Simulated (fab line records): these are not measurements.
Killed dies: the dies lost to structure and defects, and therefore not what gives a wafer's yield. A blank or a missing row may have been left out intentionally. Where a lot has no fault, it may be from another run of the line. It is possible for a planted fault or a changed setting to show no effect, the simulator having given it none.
Code-filled problem report in 8D (eight disciplines) form -- flow n5_finfet -- the parts of the form that need people (team, actions taken, sign-off) are left out

## 1. THE PROBLEM
Wafers without a fault read 13, standard deviation 5.1; killed_at_M4_up at N5_PASSIVATION_PROBE_49 reads a mean of 104 on 2 wafers belonging to 2 lots. Relative to the usual mean, that is a shift of +18 standard deviations.
The first sign was on wafer L405.2 at day 15 07:32, on prober-02. At this step, 13 wafers from 5 lots have a number in the record. Rule for "out" (also "out of limits"): further than 4 standard deviations from the usual mean. The rest of the wafers with a number are treated as sound.

## 2. WHAT IT IS, WHAT IT ISN'T
question,is,is not
which readings at this step,"killed_at_M4_up, defect_limited_yield, killed_dies, sort_bin_5_function, sort_n_pass, sort_yield_pct","killed_at_M0_to_M3, killed_at_contacts, killed_at_front_end, killed_at_other, killed_open, killed_short"
which lots,"L405, L407","L397, L410, L414"
which wafers of those lots,"L405.2, L407.2","L405.4, L405.5, L407.3, L407.4"
read on which tools,prober-02,prober-01
when,from day 15 07:32,"up to then (3 sound wafers); but 8 sound wafers of L405, L407, L410, L414 came after"

## 3. THE SUSPECTS, EACH WITH WHAT RULES IT OUT
Counting: a tool at a process step up to the reading stays a suspect if it ran every lot that is out. Sound lots after the first of them don't rule it out here, since some wafers of a struck lot are sound.
- rie_diel-04 at N5_BEOL_M10_STRIP_77 (strips in N2/H2, time 10 s): kept. It ran every lot that is out, first L405 (day 13 00:07).
- pecvd-01 at N5_PASSIVATION_PECVD_35 (deposits SiNx from SiH4/NH3/N2, target thk 700 nm, time 151.3 s): kept. It ran every lot that is out, first L405 (day 15 03:10).
- prober-02 at N5_PASSIVATION_PROBE_49: kept. Ran every lot that is out, first one L405 (day 15 07:32); last sound lot up to then L397 (day 12 02:22). Out on those wafers are its own readings of defect_limited_yield, killed_at_M4_up, killed_dies, sort_bin_5_function, sort_n_pass, sort_yield_pct.
- In rie_diel-04 at N5_BEOL_M10_STRIP_77, the wafers that are out were processed in chamber 1 and their sound lot-mates in chambers 0, 2, 3.
After the count, these remain: rie_diel-04 at N5_BEOL_M10_STRIP_77, pecvd-01 at N5_PASSIVATION_PECVD_35 and prober-02 at N5_PASSIVATION_PROBE_49.

## 4. THE CAUSE (what the simulator had put in)
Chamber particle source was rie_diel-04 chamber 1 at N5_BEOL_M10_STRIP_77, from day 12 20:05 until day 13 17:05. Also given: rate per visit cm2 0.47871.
Counting leaves 3 suspects; this tool is one of them.

## 5. THE EFFECT CHAIN, in route order
Rows list readings where the struck wafers' mean (over those with a number) sits beyond 3 standard deviations from the usual. Scope: only readings with a usual standard deviation given in the record; hours: median across lots of the time from each lot's start at the first step in this table that gives one to its start at this step; sigmas: change in usual standard deviations.
hours,step,reading,usual,on struck wafers,change,sigmas
0,N5_PASSIVATION_PROBE_49,defect_limited_yield,91.2 %,83.5,-7.7,-5.5
0,N5_PASSIVATION_PROBE_49,killed_at_M4_up,13,104,+91,+18
0,N5_PASSIVATION_PROBE_49,killed_dies,104,194,+90,+5.7
0,N5_PASSIVATION_PROBE_49,killed_on_rim,14,27,+13,+3.3
0,N5_PASSIVATION_PROBE_49,sort_bin_5_function,5.1 %,10.9,+5.8,+6.4
0,N5_PASSIVATION_PROBE_49,sort_n_pass,1076,986,-90,-5.7
0,N5_PASSIVATION_PROBE_49,sort_yield_pct,91.2 %,83.5,-7.7,-5.5
The process steps in it:
- N5_PASSIVATION_PROBE_49

## 6. HOW IT WOULD HAVE BEEN CAUGHT EARLIER
The fault began at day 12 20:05; the first out-of-limits reading in this record came at day 15 07:32, 59 hours later.
Tool readings at N5_BEOL_M10_STRIP_77 with a usual standard deviation given in the record: none out on any struck wafer, hence no alarm at a limit of 4 standard deviations on them.
The start of N5_BEOL_M10_STRIP_77 on rie_diel-04 came by day 15 07:32 for every one of the lots that are out (2). A hold on the tool at that time would have spared none of them.
